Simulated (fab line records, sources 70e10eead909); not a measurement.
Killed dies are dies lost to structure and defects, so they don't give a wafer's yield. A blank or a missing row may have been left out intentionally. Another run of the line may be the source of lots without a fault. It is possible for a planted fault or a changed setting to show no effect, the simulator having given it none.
fab line records | flow nandHarc
record lots=6 | wafers=18 | lastDay=34
route steps=1302 shown HYBRID_BOND@1238 THIN_TSV@1244 END@1302
lots untouched by any fault: they come from a run of this same line in which no faults occurred
startH: start of the lot's first displayed wafer, in hours after the record's first day | waitH: how many hours have passed since the lot's step before this one | " as in the row above | L1.1+2: a row that stands for several wafers | - no value present, or no start provided | * or withheld: withheld | < > ~ a bound
route shown NAME@n: a module of which the file shows steps, and the number in the route of the first | usual: mean/standard deviation of fault-free wafers | same: alike in all rows | chamber/n: place in a boat | sites: per-site readings | _std_site: the values' standard deviation | _edge_site: mean of outer sites minus mean of inner sites | radiusMm: how far each site lies from the wafer's centre | mask NAME#n: copy n | behind: the last tool/chamber to shape the wafer | hold: the reason the lot was held/the length of the hold in hours/how it ended | device: the n, p or np transistor that did not switch | end of line: the same wafers' tests at the end of the route | a step with no rows: only its recipe | killed: not the wafer's yield, but the dies lost to structure and defects at the first sort | map: dies across one wafer; x = killed, . = not, _ = none there
set.NAME: the setting the step ran with; set.NAME@STEP: the setting that earlier step ran with | model.NAME: the simulator's own value behind a step, which no gauge read
lots seen at some steps along the route; tables by step, rows by wafer
services: a tool's chamber out of use, with start hour (startH, from the record's first day; less than 0 if before it), hours out, and reason
## steps
# step NHARC_HYBRID_BOND_PRECLEAN_01
# recipe timeS=300 | tempC=23 | chemistry=DIW
# step NHARC_HYBRID_BOND_SRD_02
# recipe timeS=30 | tempC=23 | dryTimeS=20 | spinRpm=1500
# step NHARC_HYBRID_BOND_BOND_03
# recipe tempC=25
# step NHARC_HYBRID_BOND_ANNEAL_04
# recipe tempC=300 | timeS=7200 | rampUpCPerMin=5 | rampDownCPerMin=3 | idleTempC=100 | pressureAtm=1
# step NHARC_HYBRID_BOND_OVL_MEAS_05
# usual overlayXNm=3/30 | overlayYNm=1/33
lot.wafer | tool       | chamber | startH | waitH | overlayXNm | overlayYNm
L419.2    | overlay-02 | -       | 582.17 | 0.4   | -21        | 39
L419.5    | "          | -       | "      | "     | 32         | -37
L419.6    | "          | -       | "      | "     | -11        | 27
L426.1    | overlay-01 | -       | 639.37 | 0.4   | -14        | -3
L426.3    | "          | -       | "      | "     | 17         | -55
L426.4    | "          | -       | "      | "     | -9         | 21
L430.2    | overlay-02 | -       | 686.41 | 0.4   | 20         | 10
L430.4    | "          | -       | "      | "     | 2          | 36
L430.6    | "          | -       | "      | "     | 16         | -21
L433.2    | overlay-01 | -       | 715.15 | 0.4   | -28        | 22
L433.4    | "          | -       | "      | "     | -40        | 33
L433.6    | "          | -       | "      | "     | 32         | -7
L438.2    | overlay-02 | -       | 753.04 | 0.4   | -13        | -5
L438.3    | "          | -       | "      | "     | 62         | 37
L438.6    | "          | -       | "      | "     | -3         | 29
L440.1    | overlay-01 | -       | 782.94 | 0.4   | -15        | -12
L440.3    | "          | -       | "      | "     | -15        | 15
L440.6    | "          | -       | "      | "     | 0          | -17
# step NHARC_HYBRID_BOND_INSPECT_06
# recipe inspectInstrument=irVoid
# usual rawDefectCount=92/39
lot.wafer | tool             | chamber | startH | waitH | rawDefectCount
L419.2    | defectInspect-02 | -       | 582.24 | 0.1   | 64
L419.5    | "                | -       | "      | "     | 74
L419.6    | "                | -       | "      | "     | 58
L426.1    | defectInspect-02 | -       | 639.42 | 0.1   | 77
L426.3    | "                | -       | "      | "     | 81
L426.4    | "                | -       | "      | "     | 102
L430.2    | defectInspect-02 | -       | 686.46 | 0.1   | 81
L430.4    | "                | -       | "      | "     | 67
L430.6    | "                | -       | "      | "     | 78
L433.2    | defectInspect-01 | -       | 715.20 | 0.1   | 163
L433.4    | "                | -       | "      | "     | 132
L433.6    | "                | -       | "      | "     | 188
L438.2    | defectInspect-01 | -       | 753.09 | 0.1   | 66
L438.3    | "                | -       | "      | "     | 75
L438.6    | "                | -       | "      | "     | 73
L440.1    | defectInspect-01 | -       | 782.99 | 0.0   | 134
L440.3    | "                | -       | "      | "     | 138
L440.6    | "                | -       | "      | "     | 136
# step NHARC_THIN_TSV_GRIND_00
# recipe targetThkUm=6
# usual headPressurePsi=4.000/0.009 | motorCurrentA=12.000/0.022 | slurryFlowMlMin=150.0/0.41
lot.wafer | tool       | chamber | startH | waitH | headPressurePsi | motorCurrentA | slurryFlowMlMin
L419.2    | grinder-01 | 0       | 584.97 | 2.7   | 4.007           | 12.048        | 150.1
L419.5    | "          | 0       | "      | "     | 3.987           | 12.001        | 150.7
L419.6    | "          | 0       | "      | "     | 4.011           | 11.976        | 150.0
L426.1    | grinder-01 | 0       | 640.76 | 1.3   | 3.986           | 11.987        | 150.0
L426.3    | "          | 0       | "      | "     | 3.976           | 11.996        | 150.2
L426.4    | "          | 0       | "      | "     | 3.990           | 11.970        | 150.2
L430.2    | grinder-01 | 0       | 686.81 | 0.3   | 3.992           | 11.991        | 150.4
L430.4    | "          | 0       | "      | "     | 3.979           | 12.029        | 150.4
L430.6    | "          | 0       | "      | "     | 3.995           | 12.012        | 150.8
L433.2    | grinder-01 | 0       | 716.75 | 1.5   | 4.000           | 12.015        | 150.1
L433.4    | "          | 0       | "      | "     | 4.006           | 11.999        | 150.5
L433.6    | "          | 0       | "      | "     | 4.002           | 12.023        | 150.4
L438.2    | grinder-01 | 0       | 753.44 | 0.3   | 4.007           | 11.988        | 149.3
L438.3    | "          | 0       | "      | "     | 4.005           | 12.006        | 150.1
L438.6    | "          | 0       | "      | "     | 4.005           | 12.003        | 149.6
L440.1    | grinder-01 | 0       | 783.15 | 0.1   | 3.990           | 11.949        | 150.7
L440.3    | "          | 0       | "      | "     | 3.990           | 12.016        | 150.4
L440.6    | "          | 0       | "      | "     | 3.998           | 11.985        | 149.7
# step NHARC_THIN_TSV_CMP_01
# recipe targetThkUm=3
# usual motorCurrentA=11.4/1.2 | slurryFlowMlMin=150.0/0.48
lot.wafer | tool   | chamber | startH | waitH | motorCurrentA | slurryFlowMlMin
L419.2    | cmp-01 | 0       | 586.01 | 0.8   | 9.8           | 150.3
L419.5    | "      | 3       | "      | "     | 10.3          | 150.4
L419.6    | "      | 0       | "      | "     | 10.1          | 149.7
L426.1    | cmp-02 | 2       | 641.99 | 1.0   | 12.0          | 149.7
L426.3    | "      | 3       | "      | "     | 10.6          | 149.4
L426.4    | "      | 1       | "      | "     | 14.4          | 149.5
L430.2    | cmp-03 | 3       | 687.84 | 0.8   | 11.6          | 149.0
L430.4    | "      | 2       | "      | "     | 11.4          | 150.2
L430.6    | "      | 0       | "      | "     | 11.1          | 150.5
L433.4    | cmp-03 | 1       | 717.76 | 0.4   | 9.4           | 150.5
L433.2    | "      | 3       | "      | "     | 11.9          | 149.3
L433.6    | "      | 1       | "      | "     | 9.5           | 150.5
L438.2    | cmp-03 | 3       | 754.47 | 0.8   | 11.6          | 149.7
L438.3    | "      | 0       | "      | "     | 12.1          | 149.9
L438.6    | "      | 0       | "      | "     | 11.8          | 150.1
L440.1    | cmp-02 | 0       | 784.38 | 1.0   | 11.9          | 149.4
L440.3    | "      | 1       | "      | "     | 14.1          | 150.6
L440.6    | "      | 0       | "      | "     | 12.6          | 149.7
# step NHARC_THIN_TSV_THK_MEAS_02
# recipe thkMeasGauge=ir
# usual thkNm=2948/240
lot.wafer | tool         | chamber | startH | waitH | thkNm
L419.2    | filmMetro-01 | -       | 586.24 | -     | 2618
L419.5    | "            | -       | "      | "     | 2847
L419.6    | "            | -       | "      | "     | 2568
L426.1    | filmMetro-01 | -       | 642.26 | 0.2   | 2817
L426.3    | "            | -       | "      | "     | 2836
L426.4    | "            | -       | "      | "     | 2812
L430.2    | filmMetro-01 | -       | 688.11 | -     | 2644
L430.4    | "            | -       | "      | "     | 2740
L430.6    | "            | -       | "      | "     | 2532
L433.2    | filmMetro-02 | -       | 718.02 | -     | 2760
L433.4    | "            | -       | "      | "     | 2630
L433.6    | "            | -       | "      | "     | 2924
L438.2    | filmMetro-02 | -       | 754.73 | -     | 2584
L438.3    | "            | -       | "      | "     | 2811
L438.6    | "            | -       | "      | "     | 2866
L440.1    | filmMetro-01 | -       | 784.64 | 0.2   | 2919
L440.3    | "            | -       | "      | "     | 2757
L440.6    | "            | -       | "      | "     | 2779
# step NHARC_THIN_TSV_SRD_03
# step NHARC_THIN_TSV_PRECLEAN_41
# recipe timeS=* | tempC=50 | bathAgeMin=0 | chemistry=SC1
# step NHARC_THIN_TSV_SRD_42
# step NHARC_THIN_TSV_DEP_43
# recipe targetThkA=13285 | tempC=withheld | pressureTorr=6.5 | rfW=900 | teosFlowSccm=161.4 | flowSccm=2650 | targetThkNm=1328.5 | gas=O2 | material=SiO2
# usual rfFwdPowerW=898.2/2.7 | throttleValvePct=15.6/0.61
lot.wafer | tool     | chamber | startH | waitH | rfFwdPowerW | throttleValvePct
L419.2    | pecvd-04 | 2       | 586.55 | -     | 904.8       | 16.1
L419.6    | "        | 1       | "      | "     | 898.1       | 15.4
L419.5    | "        | 2       | "      | "     | 901.4       | 16.1
L426.1    | pecvd-03 | 0       | 642.48 | -     | 898.5       | 15.5
L426.3    | "        | 0       | "      | "     | 896.2       | 15.2
L426.4    | "        | 2       | "      | "     | 898.1       | 14.4
L430.2    | pecvd-03 | 0       | 688.38 | -     | 756.0       | 15.5
L430.6    | "        | 2       | "      | "     | 757.5       | 14.8
L430.4    | "        | 1       | "      | "     | 752.5       | 16.3
L433.2    | pecvd-03 | 0       | 718.34 | -     | 752.6       | 15.7
L433.6    | "        | 2       | "      | "     | 752.5       | 14.8
L433.4    | "        | 0       | "      | "     | 754.7       | 15.8
L438.2    | pecvd-04 | 1       | 755.00 | -     | 896.4       | 15.2
L438.3    | "        | 2       | "      | "     | 898.4       | 15.4
L438.6    | "        | 2       | "      | "     | 893.9       | 15.2
L440.3    | pecvd-04 | 1       | 784.95 | -     | 893.8       | 15.0
L440.1    | "        | 2       | "      | "     | 896.8       | 15.6
L440.6    | "        | 1       | "      | "     | 894.0       | 15.3
# step NHARC_THIN_TSV_DEHYDRATE_04
# recipe tempC=150 | timeS=120
# step NHARC_END_SORT_01
# recipe tempC=25
# usual defectLimitedYield=91.4/2.7 | killedAtArray=53/18 | killedAtOther=0.8/1.1 | killedAtPeriphery=4.1/2.7 | killedDies=58/18 | killedOpen=3.1/1.7 | killedShort=2.7/1.7 | sort_bin_2_pct=3.0/1.2 | sort_bin_3_pct=0.6/0.37 | sort_bin_4_pct=4.9/1.5 | sortNPass=619/18 | sortRimYieldPct=91/4.1 | sortYieldPct=91.4/2.7
# same grossDies=677 | sort_bin_5_pct[%]=0 | sort_bin_6_pct[%]=0 | sort_bin_7_pct[%]=0 | sort_bin_8_pct[%]=0 | sortRimNGross=106.00
lot.wafer | tool      | chamber | startH | waitH | defectLimitedYield[%] | killedAtArray | killedAtOther | killedAtPeriphery | killedDies | killedOpen | killedShort | sort_bin_2_pct[%] | sort_bin_3_pct[%] | sort_bin_4_pct[%] | sortNPass | sortRimYieldPct[%] | sortYieldPct[%]
L419.2    | prober-02 | 0       | 608.50 | 2.8   | 91.9                  | 44            | 2             | 9                 | 55         | 5          | 1           | 3.1               | 0.1               | 4.9               | 622       | 90                 | 91.9
L419.5    | prober-02 | 0       | 610.91 | 3.7   | 92.9                  | 41            | 1             | 6                 | 48         | 3          | 2           | 1.5               | 0.4               | 5.2               | 629       | 91                 | 92.9
L419.6    | prober-02 | 0       | 611.72 | 4.0   | 92.8                  | 40            | 3             | 6                 | 49         | 2          | 4           | 3.0               | 0.1               | 4.1               | 628       | 93                 | 92.8
L426.1    | prober-02 | 0       | 659.42 | 2.5   | 90.8                  | 56            | 0             | 6                 | 62         | 5          | 3           | 3.1               | 0.9               | 5.2               | 615       | 93                 | 90.8
L426.3    | prober-02 | 0       | 661.01 | 3.1   | 90.8                  | 57            | 0             | 5                 | 62         | 2          | 4           | 3.2               | 0.4               | 5.5               | 615       | 96                 | 90.8
L426.4    | prober-02 | 0       | 661.81 | 3.4   | 92.0                  | 46            | 0             | 8                 | 54         | 2          | 4           | 3.1               | 0.6               | 4.3               | 623       | 82                 | 92.0
L430.2    | prober-01 | 0       | 706.67 | 2.8   | 93.4                  | 43            | 0             | 2                 | 45         | 9          | 2           | 3.0               | 0.7               | 3.0               | 632       | 89                 | 93.4
L430.4    | prober-01 | 0       | 708.27 | 3.4   | 92.5                  | 50            | 0             | 1                 | 51         | 1          | 6           | 3.0               | 0.9               | 3.7               | 626       | 95                 | 92.5
L430.6    | prober-01 | 0       | 709.86 | 4.0   | 92.2                  | 51            | 0             | 2                 | 53         | 4          | 2           | 3.0               | 0.4               | 4.4               | 624       | 92                 | 92.2
L433.2    | prober-01 | 0       | 734.21 | 2.8   | 86.6                  | 90            | 0             | 1                 | 91         | 4          | 3           | 5.0               | 1.0               | 7.4               | 586       | 96                 | 86.6
L433.4    | prober-01 | 0       | 735.81 | 3.4   | 89.7                  | 68            | 0             | 2                 | 70         | 2          | 7           | 3.4               | 1.0               | 5.9               | 607       | 86                 | 89.7
L433.6    | prober-01 | 0       | 737.40 | 4.0   | 87.7                  | 81            | 0             | 2                 | 83         | 4          | 2           | 5.2               | 1.3               | 5.8               | 594       | 88                 | 87.7
L438.2    | prober-02 | 0       | 771.61 | 2.8   | 94.1                  | 35            | 1             | 4                 | 40         | 2          | 0           | 1.3               | 0.4               | 4.1               | 637       | 88                 | 94.1
L438.3    | prober-02 | 0       | 772.39 | 3.1   | 90.7                  | 57            | 2             | 4                 | 63         | 3          | 5           | 3.2               | 0.1               | 5.9               | 614       | 91                 | 90.7
L438.6    | prober-02 | 0       | 774.75 | 3.9   | 93.2                  | 42            | 2             | 2                 | 46         | 6          | 1           | 1.3               | 0.3               | 5.2               | 631       | 87                 | 93.2
L440.1    | prober-02 | 0       | 801.03 | 2.5   | 88.0                  | 77            | 0             | 4                 | 81         | 3          | 3           | 3.0               | 0.9               | 8.1               | 596       | 87                 | 88.0
L440.3    | prober-02 | 0       | 802.65 | 3.1   | 89.7                  | 65            | 1             | 4                 | 70         | 3          | 5           | 3.0               | 1.0               | 6.4               | 607       | 89                 | 89.7
L440.6    | prober-02 | 0       | 805.07 | 4.0   | 90.3                  | 60            | 0             | 6                 | 66         | 0          | 2           | 3.8               | 0.9               | 5.0               | 611       | 91                 | 90.3
# killed by level:class
L419.2 A_SLIT:chamberFilmFlake=19 A_CHANNEL_HOLE_D2:chamberFilmFlake=7 A_WL_FILL:chamberFilmFlake=6 P_GATE:chamberFilmFlake=5 A_STAIRCASE:chamberFilmFlake=4 P_CONTACT:chamberFilmFlake=2 THIN_TSV:chamberFilmFlake=2 P_STI:geometricParticle:open=1
L419.5 A_SLIT:chamberFilmFlake=18 A_CHANNEL_HOLE_D2:chamberFilmFlake=9 P_GATE:chamberFilmFlake=3 A_WL_FILL:chamberFilmFlake=3 A_ONON_D2:geometricParticle:short=2 A_STAIRCASE:chamberFilmFlake=2 A_CONTACT:chamberFilmFlake=2 P_GATE:geometricParticle:open=1
L419.6 A_SLIT:chamberFilmFlake=22 A_CONTACT:chamberFilmFlake=5 P_GATE:chamberFilmFlake=4 THIN_TSV:chamberFilmFlake=3 A_CHANNEL_HOLE_D2:chamberFilmFlake=3 A_CHANNEL_HOLE_D1:chamberFilmFlake=2 P_M2:geometricParticle:short=1 A_CHANNEL_FILL_D1:geometricParticle:short=1
L426.1 A_CHANNEL_HOLE_D1:chamberFilmFlake=38 A_CHANNEL_HOLE_D2:chamberFilmFlake=7 P_GATE:chamberFilmFlake=6 A_CHANNEL_FILL_D2:geometricParticle:open=2 A_ONON_D1:geometricParticle:short=1 A_CHANNEL_FILL_D1:geometricParticle:open=1 A_DECK1_JOINT:geometricParticle:open=1 A_ONON_D2:geometricParticle:open=1
L426.3 A_CHANNEL_HOLE_D1:chamberFilmFlake=34 A_CHANNEL_HOLE_D2:chamberFilmFlake=11 P_GATE:chamberFilmFlake=5 A_CONTACT:geometricParticle:open=2 A_WL_FILL:chamberFilmFlake=2 A_CONTACT:chamberFilmFlake=2 A_ONON_D1:geometricParticle:short=1 A_ONON_D2:geometricParticle:short=1
L426.4 A_CHANNEL_HOLE_D1:chamberFilmFlake=18 A_CHANNEL_HOLE_D2:chamberFilmFlake=13 P_ZERO_WELL:chamberFilmFlake=4 P_GATE:chamberFilmFlake=4 A_CHANNEL_FILL_D2:chamberFilmFlake=3 A_ONON_D2:geometricParticle:open=2 A_M0:geometricParticle:short=2 A_WL_FILL:chamberFilmFlake=2
L430.2 A_SLIT:chamberFilmFlake=21 A_CHANNEL_HOLE_D1:chamberFilmFlake=7 A_M0:geometricParticle:open=4 A_STAIRCASE:chamberFilmFlake=3 A_ONON_D2:geometricParticle:open=2 A_CONTACT:chamberFilmFlake=2 P_CONTACT:geometricParticle:open=1 P_M0:geometricParticle:open=1
L430.4 A_SLIT:chamberFilmFlake=34 A_CHANNEL_HOLE_D1:chamberFilmFlake=5 A_STAIRCASE:chamberFilmFlake=3 A_CHANNEL_FILL_D2:geometricParticle:short=2 A_CONTACT:chamberFilmFlake=2 P_GATE:geometricParticle:open=1 A_CHANNEL_FILL_D1:geometricParticle:short=1 A_DECK1_JOINT:geometricParticle:short=1
L430.6 A_SLIT:chamberFilmFlake=27 A_CHANNEL_HOLE_D1:chamberFilmFlake=8 A_BLC:chamberFilmFlake=5 A_STAIRCASE:chamberFilmFlake=3 A_WL_FILL:chamberFilmFlake=2 P_CONTACT:geometricParticle:open=1 P_M1:geometricParticle:short=1 A_CHANNEL_FILL_D1:geometricParticle:short=1
L433.2 A_CHANNEL_HOLE_D1:chamberFilmFlake=34 A_SLIT:chamberFilmFlake=28 A_CHANNEL_HOLE_D2:chamberFilmFlake=12 A_CONTACT:chamberFilmFlake=7 A_M0:geometricParticle:short=2 P_M2:geometricParticle:open=1 A_ONON_D1:geometricParticle:open=1 A_CHANNEL_FILL_D1:geometricParticle:open=1
L433.4 A_CHANNEL_HOLE_D2:chamberFilmFlake=23 A_SLIT:chamberFilmFlake=18 A_CHANNEL_HOLE_D1:chamberFilmFlake=13 A_WL_FILL:geometricParticle:short=3 A_CHANNEL_FILL_D1:geometricParticle:short=2 A_STAIRCASE:chamberFilmFlake=2 P_M1:geometricParticle:open=1 A_ONON_D1:geometricParticle:short=1
L433.6 A_CHANNEL_HOLE_D1:chamberFilmFlake=30 A_SLIT:chamberFilmFlake=20 A_CHANNEL_HOLE_D2:chamberFilmFlake=11 A_CONTACT:chamberFilmFlake=8 A_WL_FILL:chamberFilmFlake=3 A_CHANNEL_FILL_D1:geometricParticle:short=1 A_ONON_D2:geometricParticle:open=1 A_CHANNEL_FILL_D2:geometricParticle:open=1
L438.2 A_SLIT:chamberFilmFlake=21 A_CONTACT:chamberFilmFlake=4 A_CHANNEL_FILL_D1:chamberFilmFlake=3 A_DECK1_JOINT:chamberFilmFlake=2 A_M0:chamberFilmFlake=2 P_GATE:geometricParticle:open=1 P_M0:geometricParticle:open=1 P_ZERO_WELL:chamberFilmFlake=1
L438.3 A_SLIT:chamberFilmFlake=32 A_CONTACT:chamberFilmFlake=9 A_STAIRCASE:chamberFilmFlake=6 A_DECK1_JOINT:chamberFilmFlake=2 THIN_TSV:chamberFilmFlake=2 P_CONTACT:geometricParticle:open=1 P_M1:geometricParticle:open=1 P_M2:geometricParticle:short=1
L438.6 A_SLIT:chamberFilmFlake=20 A_CONTACT:chamberFilmFlake=6 A_STAIRCASE:chamberFilmFlake=4 A_CHANNEL_FILL_D1:geometricParticle:open=2 A_CHANNEL_HOLE_D1:chamberFilmFlake=2 A_DECK1_JOINT:chamberFilmFlake=2 THIN_TSV:chamberFilmFlake=2 P_M0:geometricParticle:open=1
L440.1 A_SLIT:chamberFilmFlake=39 A_CHANNEL_HOLE_D2:chamberFilmFlake=21 A_CHANNEL_HOLE_D1:chamberFilmFlake=6 A_CONTACT:chamberFilmFlake=4 A_M0:geometricParticle:open=2 P_STI:chamberFilmFlake=2 A_ONON_D2:geometricParticle:short=1 A_CHANNEL_FILL_D2:geometricParticle:open=1
L440.3 A_CHANNEL_HOLE_D1:chamberFilmFlake=21 A_SLIT:chamberFilmFlake=18 A_CHANNEL_HOLE_D2:chamberFilmFlake=14 P_M2:chamberFilmFlake=2 A_CONTACT:chamberFilmFlake=2 A_STAIRCASE:chamberFilmFlake=2 P_CONTACT:geometricParticle:open=1 P_CONTACT:geometricParticle:short=1
L440.6 A_CHANNEL_HOLE_D1:chamberFilmFlake=24 A_SLIT:chamberFilmFlake=16 A_CHANNEL_HOLE_D2:chamberFilmFlake=14 P_ZERO_WELL:chamberFilmFlake=3 P_M2:chamberFilmFlake=2 A_CONTACT:chamberFilmFlake=2 A_CHANNEL_FILL_D2:geometricParticle:short=1 A_BLC:geometricParticle:short=1
## services
tool       | chamber | startH | hours | kind
cmp-02     | -       | 583.69 | 4.0   | repair
cmp-01     | -       | 599.87 | 4.0   | pm
pecvd-03   | -       | 612.10 | 0.4   | repair
cmp-03     | -       | 621.57 | 2.1   | repair
cmp-02     | -       | 624.50 | 4.0   | pm
pecvd-03   | 1       | 629.25 | 18.9  | repair
pecvd-04   | -       | 631.06 | 13.0  | pm
cmp-01     | -       | 632.30 | 1.3   | repair
cmp-03     | -       | 647.83 | 0.8   | repair
cmp-03     | -       | 652.11 | 4.0   | pm
cmp-03     | -       | 665.96 | 0.5   | repair
grinder-01 | -       | 671.50 | 1.1   | repair
pecvd-04   | 0       | 701.63 | 3.5   | repair
pecvd-04   | -       | 707.72 | 1.2   | repair
grinder-01 | -       | 708.02 | 1.8   | repair
pecvd-03   | -       | 713.71 | 1.1   | repair
pecvd-03   | -       | 717.17 | 0.6   | repair
cmp-02     | -       | 722.50 | 4.0   | pm
grinder-01 | -       | 727.61 | 3.3   | repair
pecvd-03   | -       | 728.59 | 13.0  | pm
grinder-01 | -       | 736.62 | 8.0   | pm
cmp-03     | -       | 750.11 | 4.0   | pm
cmp-03     | -       | 765.97 | 1.1   | repair
cmp-03     | -       | 782.70 | 6.1   | repair
## key
firstSign step=NHARC_THIN_TSV_DEP_43 | reading=rfFwdPowerW | direction=down | sigmas=53 | usual=* | struck=*
effect none on later readings
metAt NHARC_THIN_TSV_DEP_43
struckWafers L430.2,L430.4,L430.6,L433.2,L433.4,L433.6
onsetBetween 642.48 688.38
fault kind=processParameterDrift | tool=pecvd-03 | chamber=- | onsetH=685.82 | steps=NHARC_THIN_TSV_DEP_43 | channel=rfW | offset=* | shape=step | endH=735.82 | actsIn=* | stated=*
